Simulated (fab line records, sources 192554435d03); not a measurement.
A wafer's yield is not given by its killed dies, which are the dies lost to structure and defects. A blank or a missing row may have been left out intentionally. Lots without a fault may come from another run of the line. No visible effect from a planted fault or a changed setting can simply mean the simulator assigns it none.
Chamber matching | flow n5_finfet | 3 sister chambers for N5_BEOL_M8_CURE_75 on uv_cure-03
The step cures SiCOH lowk, time 120 s. 3 wafers are shown with their chamber, then 8 later ones without.

== WAFERS WITH THEIR CHAMBER ==
wafer  | chamber | wafer_temp_C_max
L075.6 | 0       | 371.8
L082.6 | 2       | 372.1
L081.1 | 1       | 371.2

== WAFERS WHOSE CHAMBER IS MISSING ==
wafer  | wafer_temp_C_max
L081.3 | 371.0
L081.6 | 371.2
L083.1 | 370.9
L083.2 | 370.7
L083.6 | 370.8
L083.3 | 371.1
L083.4 | 371.0
L083.5 | 371.0

== WHICH CHAMBER EACH ONE RAN IN ==
wafer  | from the rows above | in truth
L081.3 | 1                   | 1
L081.6 | 1                   | 1
L083.1 | 1                   | 1
L083.2 | 1                   | 1
L083.6 | 1                   | 1
L083.3 | 1                   | 1
L083.4 | 1                   | 1
L083.5 | 1                   | 1
Correct placement for 8 of the 8. Number that these rows cannot place: 0. Placed wrongly: 0.
How it was worked out, from the rows above alone: a wafer's distance from a chamber is the root of the sum, over the readings, of the square of ((its reading less the chamber's mean) divided by the reading's scatter). The wafer belongs to the nearest chamber; if the next one is less than 2 further off, it can't be placed. A chamber's mean is the mean of its shown wafers. The scatter (one wafer shown for each chamber): square how far every hidden wafer sits from the nearest shown wafer, average those squares and take the square root.
